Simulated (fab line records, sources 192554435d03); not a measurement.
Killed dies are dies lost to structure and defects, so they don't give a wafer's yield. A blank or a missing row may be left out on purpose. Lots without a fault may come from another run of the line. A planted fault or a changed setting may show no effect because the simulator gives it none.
Problem report in the 8D (eight disciplines) form, filled by code | flow n5_finfet | the parts of the form that need people (team, actions taken, sign-off) are left out

1. THE PROBLEM
dose_ions_cm2 at N5_WELL_APT_IMPLANT_15 reads a mean of 1.2740e+13 on 6 wafers of 2 lots; wafers without a fault read 1.5005e+13 with a standard deviation of 1.7e+10. That is -99 or more standard deviations from the usual mean.
First seen on wafer L443.1, day 4 20:05, on implanter-02. The record holds 36 wafers of 12 lots with a number at this step. Rule for "out", or "out of limits": more than 4 standard deviations from the usual mean. The other wafers with a number count as sound.

2. WHAT IT IS AND WHAT IT IS NOT
question                    | is                                | is not
which readings at this step | dose_ions_cm2, faraday_current_uA | -
which lots                  | L443, L444                        | L431, L432, L434, L437, L438, L439, L440, L442, L445, L453
which wafers of those lots  | all that have a number            | -
read on which tools         | implanter-02                      | implanter-01
when                        | from day 4 20:05                  | up to then (24 sound wafers); but 6 sound wafers of L445, L453 came after

3. SUSPECTS, AND WHAT RULES EACH OUT
Counting: a tool at a process step up to the reading stays a suspect if it ran every lot that is out and no sound lot after the first of them.
- implanter-02 at N5_WELL_APT_IMPLANT_15: kept. It ran every lot that is out, first L443 (day 4 20:05), and no sound lot after that; its last sound lot up to then is L442 (day 4 14:06). Its own readings are out on those wafers: dose_ions_cm2, faraday_current_uA.
Left after counting: implanter-02 at N5_WELL_APT_IMPLANT_15.

4. THE CAUSE (what the simulator had put in)
Process parameter drift: implanter-02, from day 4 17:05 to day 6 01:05, at N5_WELL_APT_IMPLANT_15. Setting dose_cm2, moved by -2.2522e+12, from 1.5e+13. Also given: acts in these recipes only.
Counting left only this tool.

5. THE CHAIN OF EFFECTS, in route order
Each row: a reading whose mean over the struck wafers that have a number lies more than 3 standard deviations from the usual. Only readings for which the record gives a usual standard deviation are gone through. hours: the time from each lot's start at the first step in this table that gives one to its start at this step, as a median over the lots. sigmas: the change in usual standard deviations.
hours | step                   | reading            | usual      | on struck wafers | change      | sigmas
0     | N5_WELL_APT_IMPLANT_15 | dose_ions_cm2      | 1.5005e+13 | 1.2740e+13       | -2.2650e+12 | -99 or more
0     | N5_WELL_APT_IMPLANT_15 | faraday_current_uA | 190        | 160              | -30         | -8.0
The process steps in it:
- N5_WELL_APT_IMPLANT_15

6. WHAT WOULD HAVE CAUGHT IT SOONER
In this record the first reading out of limits was taken at day 4 20:05, 3 hours after the fault began at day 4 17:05.
